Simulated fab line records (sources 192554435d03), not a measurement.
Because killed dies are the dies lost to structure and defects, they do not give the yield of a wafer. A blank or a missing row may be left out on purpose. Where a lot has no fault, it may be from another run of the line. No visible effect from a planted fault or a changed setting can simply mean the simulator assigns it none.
fab line records | flow n5Finfet
[record] lots = 7 wafers = 21
route steps=1938 shown BEOL_M14@1743 TV_LITHO@1879 PASSIVATION@1930
startH: the number of hours between the record's first day and the start of the first shown wafer of the lot | waitH: hours elapsed since this lot's preceding step | " as in the row above | L1.1+2: a single row standing in for several wafers | - no value present, or no start provided | * or withheld: withheld | < > ~ a bound
route shown NAME@n: names a module that has steps shown in the file, with the first one's number in the route | usual: mean/standard deviation taken from wafers without a fault | same: alike in all rows | chamber/n: place in a boat | sites: the reading at each site | _std_site: how widely they spread, as a standard deviation | _edge_site: mean of outer sites minus mean of inner sites | radiusMm: for every site, how far away it sits from the centre of the wafer | mask NAME#n: copy n | behind: tool/chamber where the wafer was last shaped | hold: what put the lot on hold/how long, in hours/how the hold closed | device: the transistor (n, p or np) that didn't switch | end of line: tests run on the same wafers once the route is complete | a step with no rows: only its recipe | killed: dies lost to structure and defects at the first sort, not the wafer's yield | map: the dies of a wafer, with x for killed, . for not killed, _ for no die there
set.NAME: the run value of the setting; set.NAME@STEP: its run value at that earlier step | model.NAME: the simulator's own value behind a step, which no gauge read
one table per step and one row per wafer, for lots whose settings were changed on purpose
[[steps]]
[step N5_BEOL_M14_PEB_26]
[recipe] pebTempC = 130 pebTimeS = 90
// columns lot.wafer tool chamber startH waitH set.pebTempC
L080.2+6 lithoTrack-05 0 304.88 0.0 127.7
L080.3 " 0 " " 130
L086.2 lithoTrack-05 0 313.04 0.0 131.8
L086.3+5 " 0 " " 130
L084.1+4 lithoTrack-04 0 318.72 0.1 129
L084.5 " 0 " " 130
L087.4+5+6 lithoTrack-04 0 325.22 0.0 130
L088.1+4 lithoTrack-05 0 325.31 0.1 130
L088.5 " 0 " " 132.4
L091.1+3+6 lithoTrack-03 0 355.09 0.1 130
L096.1 lithoTrack-03 0 383.92 0.1 132.7
L096.5+6 " 0 " " 130
[step N5_BEOL_M14_DEVELOP_27]
[recipe] developTimeS = 45 rinseLiquid = diw dry = airSpin devTempC = 21
[step N5_BEOL_M14_HARDBAKE_32]
[recipe] tempC = 130 timeS = 120
[step N5_BEOL_M14_CD_MEAS_28]
[recipe] targetCdNm = 284.4 landingEnergyEv = 500 detector = seInlens
[usual] cdNm = 283.5/1.7
// columns lot.wafer tool chamber startH waitH set.pebTempC@BEOL_M14_PEB_26 cdNm
L080.2 cdSem-03 0 304.99 - 127.7 273.2
L080.3 " 0 " " 130 284.2
L080.6 " 0 " " 127.7 272.6
L086.2 cdSem-01 0 313.16 - 131.8 292.8
L086.3 " 0 " " 130 283.8
L086.5 " 0 " " 130 281.4
L084.1 cdSem-03 0 318.83 - 129 276.2
L084.4 " 0 " " 129 277.8
L084.5 " 0 " " 130 283.1
L087.4 cdSem-01 0 325.34 - 130 284.0
L087.5 " 0 " " 130 281.7
L087.6 " 0 " " 130 280.1
L088.1 cdSem-03 0 325.43 - 130 282.8
L088.4 " 0 " " 130 284.6
L088.5 " 0 " " 132.4 294.3
L091.1 cdSem-02 0 355.21 - 130 283.0
L091.3 " 0 " " 130 283.2
L091.6 " 0 " " 130 284.1
L096.1 cdSem-01 0 384.03 - 132.7 296.7
L096.5 " 0 " " 130 284.8
L096.6 " 0 " " 130 286.8
[step N5_BEOL_M14_DESCUM_33]
[recipe] chemistry = O2 timeS = 7.9 sourcePowerW = 50 biasPowerW = 20 pressureMtorr = 20 rfFrequencyHz = 2.712e+07 tempC = 40 o2FlowSccm = 225
// columns lot.wafer tool chamber startH waitH set.timeS set.pebTempC@BEOL_M14_PEB_26 model.BEOL_M14.cdNm
L080.2 rieDiel-03 3 305.11 0.1 6.395 127.7 273.2
L080.3 " 1 " " 7.9 130 284.2
L080.6 " 3 " " 6.395 127.7 272.4
L086.2 rieDiel-03 0 313.24 0.0 9.358 131.8 293.2
L086.3 " 3 " " 7.9 130 283.8
L086.5 " 1 " " 9.358 130 281.6
L084.1 rieDiel-02 0 318.92 0.0 8.649 129 276.2
L084.4 " 2 " " 7.9 129 277.8
L084.5 " 3 " " 7.9 130 283.2
L087.4 rieDiel-03 3 325.49 0.1 7.9 130 283.8
L087.5 " 3 " " 7.9 130 281.4
L087.6 " 2 " " 7.9 130 280.4
L088.1 rieDiel-04 0 325.62 0.1 7.9 130 283
L088.4 " 1 " " 7.9 130 284.4
L088.5 " 0 " " 7.9 132.4 294.6
L091.1+3 rieDiel-03 3,2 355.30 0.0 7.9 130 283.6
L091.6 " 3 " " 7.9 130 284.2
L096.1 rieDiel-03 0 384.12 0.0 7.9 132.7 296.6
L096.5 " 3 " " 7.9 130 284.4
L096.6 " 0 " " 9.479 130 286.8
[step N5_BEOL_M14_ETCH_67]
[recipe] chemistry = CF4 target = SiARC targetDepthA = 1430 timeS = 238.3 ionEnergyEv = 80 pressureMtorr = 40 sourceW = 545 biasW = 36 Ar_flow_sccm = 100 cf4FlowSccm = 100 ends = cleared
// columns lot.wafer tool chamber startH waitH set.pebTempC@BEOL_M14_PEB_26 model.BEOL_M14.cdNm
L080.2 rieDiel-03 3 305.15 0.0 127.7 269.4
L080.3 " 1 " " 130 280
L080.6 " 3 " " 127.7 268.2
L086.2 rieDiel-03 0 313.28 0.0 131.8 289.2
L086.3 " 3 " " 130 279.8
L086.5 " 1 " " 130 277.8
L084.1 rieDiel-02 0 318.96 0.0 129 271.8
L084.4 " 2 " " 129 272.6
L084.5 " 3 " " 130 278.6
L087.4 rieDiel-03 3 325.53 0.0 130 279.8
L087.5 " 3 " " 130 277.4
L087.6 " 2 " " 130 275.8
L088.1 rieDiel-04 0 325.65 0.0 130 278.6
L088.4 " 1 " " 130 279.2
L088.5 " 0 " " 132.4 290.2
L091.1 rieDiel-03 3 355.33 0.0 130 279.2
L091.3 " 2 " " 130 278.4
L091.6 " 3 " " 130 280
L096.1 rieDiel-03 0 384.16 0.0 132.7 292.4
L096.5 " 3 " " 130 281
L096.6 " 0 " " 130 282.6
[step N5_BEOL_M14_ETCH_68]
[recipe] chemistry = N2/H2 target = SOC maskMaterial = SiARC sourceW = 3000 biasW = 350 tempC = 40 timeS = 450 ionEnergyEv = 200 pressureMtorr = 30 n2FlowSccm = 200 h2FlowSccm = 200
// columns lot.wafer tool chamber startH waitH set.pebTempC@BEOL_M14_PEB_26 model.BEOL_M14.cdNm
L080.2 rieDiel-03 3 305.29 0.1 127.7 268.2
L080.3 " 1 " " 130 281.4
L080.6 " 3 " " 127.7 267.6
L086.2 rieDiel-03 0 313.43 0.1 131.8 289.8
L086.3 " 3 " " 130 278.2
L086.5 " 1 " " 130 279.6
L084.1 rieDiel-02 0 319.10 0.1 129 272.4
L084.4 " 2 " " 129 275.8
L084.5 " 3 " " 130 279.4
L087.4 rieDiel-03 3 325.67 0.1 130 279.4
L087.5 " 3 " " 130 276.6
L087.6 " 2 " " 130 276.4
L088.1 rieDiel-04 0 325.80 0.1 130 278.2
L088.4 " 1 " " 130 277.8
L088.5 " 0 " " 132.4 290.2
L091.1 rieDiel-03 3 355.48 0.1 130 278.6
L091.3 " 2 " " 130 278.4
L091.6 " 3 " " 130 280.2
L096.1 rieDiel-03 0 384.30 0.1 132.7 292.4
L096.5 " 3 " " 130 280.8
L096.6 " 0 " " 130 283.2
[step N5_PASSIVATION_EXPOSE_07]
[recipe] maskId = TV na = 0.55 sourceShape = conventional sigmaOuter = 0.8 polarization = unpolarized defocusNm = 0 targetCdNm = 3000 doseMj = 22.75
// columns lot.wafer tool chamber startH waitH mask set.doseMj
L080.2+3 krfScanner-02 0 320.44 - TV#0 23.78
L080.6 " 0 " " TV#0 22.75
L086.2 krfScanner-02 0 332.51 - TV#0 21.6
L086.3+5 " 0 " " TV#0 22.75
L084.1+4+5 krfScanner-02 0 336.95 - TV#0 22.75
L087.4+6 krfScanner-01 0 343.77 - TV#0 22.75
L087.5 " 0 " " TV#0 21.85
L088.1+4+5 krfScanner-02 0 345.26 - TV#0 22.75
L091.1+3+6 krfScanner-01 0 369.00 - TV#0 22.75
L096.1 krfScanner-02 0 406.11 - TV#0 23.4
L096.5+6 " 0 " " TV#0 22.75
[step N5_PASSIVATION_PEB_08]
[recipe] pebTempC = withheld pebTimeS = *
[step N5_PASSIVATION_DEVELOP_09]
[recipe] developTimeS = 60 rinseLiquid = diw dry = airSpin devTempC = 21
[step N5_PASSIVATION_HARDBAKE_11]
[recipe] tempC = 130 timeS = 120
[step N5_PASSIVATION_CD_MEAS_10]
[recipe] targetCdNm = 3000 landingEnergyEv = 500 detector = seInlens
[usual] cdNm = 2999.6/2.3
// columns lot.wafer tool chamber startH waitH set.doseMj@PASSIVATION_EXPOSE_07 cdNm
L080.2 cdSem-02 0 320.61 - 23.78 3005.8
L080.3 " 0 " " 23.78 3006.4
L080.6 " 0 " " 22.75 2999.0
L086.2 cdSem-03 0 332.68 - 21.6 2989.5
L086.3 " 0 " " 22.75 2996.8
L086.5 " 0 " " 22.75 2999.6
L084.1 cdSem-03 0 337.12 - 22.75 2997.9
L084.4 " 0 " " 22.75 2999.9
L084.5 " 0 " " 22.75 3000.5
L087.4 cdSem-02 0 343.93 - 22.75 3001.3
L087.5 " 0 " " 21.85 2988.7
L087.6 " 0 " " 22.75 3000.6
L088.1 cdSem-03 0 345.44 - 22.75 2999.6
L088.4 " 0 " " 22.75 3001.2
L088.5 " 0 " " 22.75 2997.8
L091.1 cdSem-03 0 369.18 - 22.75 2997.7
L091.3 " 0 " " 22.75 2999.3
L091.6 " 0 " " 22.75 2998.9
L096.1 cdSem-01 0 406.29 - 23.4 3002.0
L096.5 " 0 " " 22.75 2999.9
L096.6 " 0 " " 22.75 2998.6
[step N5_PASSIVATION_ETCH_54]
[recipe] chemistry = CHF3/O2 target = SiO2 targetDepthA = 8800 CHF3_flow_sccm = 50 O2_flow_sccm = 5 Ar_flow_sccm = 200 timeS = 440 maskMaterial = PR pressureMtorr = 30 sourceW = 650 biasW = 170 ionEnergyEv = 200
// columns lot.wafer tool chamber startH waitH set.timeS model.PASSIVATION.featureDepthNm model.etch.depthNm
L080.2 rieDiel-02 2 324.34 0.1 345.4 688.2 688.3
L080.3 " 3 " " 345.4 701 701.1
L080.6 " 2 " " 440 882.2 882.2
L086.2 rieDiel-04 3 337.04 0.1 440 868.8 868.8
L086.3 " 2 " " 440 899.8 899.8
L086.5 " 2 " " 440 895.4 895.3
L084.1 rieDiel-04 3 341.94 0.1 374.8 740.4 740.5
L084.4 " 2 " " 440 899.6 899.6
L084.5 " 2 " " 374.8 760.4 760.4
L087.4 rieDiel-04 0 348.10 0.1 440 889.4 889.5
L087.5 " 0 " " 440 880 880
L087.6 " 3 " " 507.7 1012 1012
L088.1 rieDiel-02 0 351.02 0.1 440 881 881
L088.4 " 3 " " 440 895.2 895.1
L088.5 " 0 " " 440 877.6 877.7
L091.1 rieDiel-03 3 373.22 0.1 440 849.8 849.9
L091.3 " 2 " " 440 873.4 873.4
L091.6 " 0 " " 440 883.4 883.5
L096.1 rieDiel-02 3 410.14 0.1 440 882 881.9
L096.5 " 1 " " 440 869 869
L096.6 " 0 " " 440 877.6 877.5
[[key]]
[split] step = N5_BEOL_M14_PEB_26 setting = pebTempC stated = 130 by = wafer
[response] step = N5_BEOL_M14_CD_MEAS_28 reading = cdNm change = +6.07 per = 1% r = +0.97
[response] step = N5_BEOL_M14_DESCUM_33 reading = model.BEOL_M14.cdNm change = +6.17 per = 1% r = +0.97
[response] step = N5_BEOL_M14_ETCH_67 reading = model.BEOL_M14.cdNm change = +6.14 per = 1% r = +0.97
[response] step = N5_BEOL_M14_ETCH_68 reading = model.BEOL_M14.cdNm change = +6.52 per = 1% r = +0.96
[split] step = N5_BEOL_M14_DESCUM_33 setting = timeS stated = 7.9 by = wafer
response none clear
[split] step = N5_PASSIVATION_EXPOSE_07 setting = doseMj stated = 22.75 by = wafer
[response] step = N5_PASSIVATION_CD_MEAS_10 reading = cdNm change = +1.9 per = 1% r = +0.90
[split] step = N5_PASSIVATION_ETCH_54 setting = timeS stated = 440 by = wafer
[response] step = N5_PASSIVATION_ETCH_54 reading = model.PASSIVATION.featureDepthNm change = +8.93 per = 1% r = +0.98
[response] step = N5_PASSIVATION_ETCH_54 reading = model.etch.depthNm change = +8.93 per = 1% r = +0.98
